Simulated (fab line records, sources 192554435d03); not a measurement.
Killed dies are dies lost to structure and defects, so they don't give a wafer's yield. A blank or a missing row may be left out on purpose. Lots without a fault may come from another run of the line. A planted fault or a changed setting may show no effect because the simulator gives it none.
Chamber matching | flow n5_finfet | N5_HKMG_FIN_CVD_62 on thermal_cvd_si-01: 3 sister chambers
The step deposits a-Si from Si2H6, target thk 3 nm, time 20.8 s. 6 wafers are shown with their chamber, then 12 later ones without.

WAFERS WITH THEIR CHAMBER
wafer  | chamber | heater_power_w (W) | heater_power_outer_w (W)
L086.2 | 1       | 1222               | 788
L086.4 | 2       | 1621               | 1001
L086.5 | 0       | 1542               | 1034
L088.2 | 0       | 1571               | 1038
L088.5 | 2       | 1603               | 1032
L088.6 | 1       | 1257               | 790

WAFERS WITHOUT THEIR CHAMBER
wafer  | heater_power_w (W) | heater_power_outer_w (W)
L090.2 | 1235               | 778
L090.4 | 1592               | 1055
L090.5 | 1241               | 789
L092.4 | 1599               | 1057
L092.5 | 1192               | 785
L092.6 | 1655               | 1062
L094.1 | 1531               | 1031
L094.4 | 1275               | 768
L094.5 | 1604               | 1024
L096.3 | 1616               | 1036
L096.4 | 1215               | 782
L096.6 | 1602               | 1038

WHICH CHAMBER EACH WENT THROUGH
wafer  | from the rows above     | in truth
L090.2 | 1                       | 1
L090.4 | can't be placed: 0 or 2 | 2
L090.5 | 1                       | 1
L092.4 | can't be placed: 0 or 2 | 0
L092.5 | 1                       | 1
L092.6 | can't be placed: 2 or 0 | 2
L094.1 | 0                       | 0
L094.4 | 1                       | 1
L094.5 | can't be placed: 2 or 0 | 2
L096.3 | can't be placed: 2 or 0 | 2
L096.4 | 1                       | 1
L096.6 | can't be placed: 2 or 0 | 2
Placed correctly: 6 of 12. Can't be placed from these rows: 6 (the true chamber is among the candidates in 6). Placed wrongly: 0.
How it was worked out, from the rows above alone: a wafer's distance from a chamber is the root of the sum, over the readings, of the square of ((its reading less the chamber's mean) divided by the reading's scatter). The wafer belongs to the nearest chamber; if the next one is less than 2 further off, it can't be placed. A chamber's mean is the mean of its shown wafers. The scatter: the root of (the sum of the squares of (reading less its chamber's mean) over the shown wafers, divided by (wafers less chambers)).
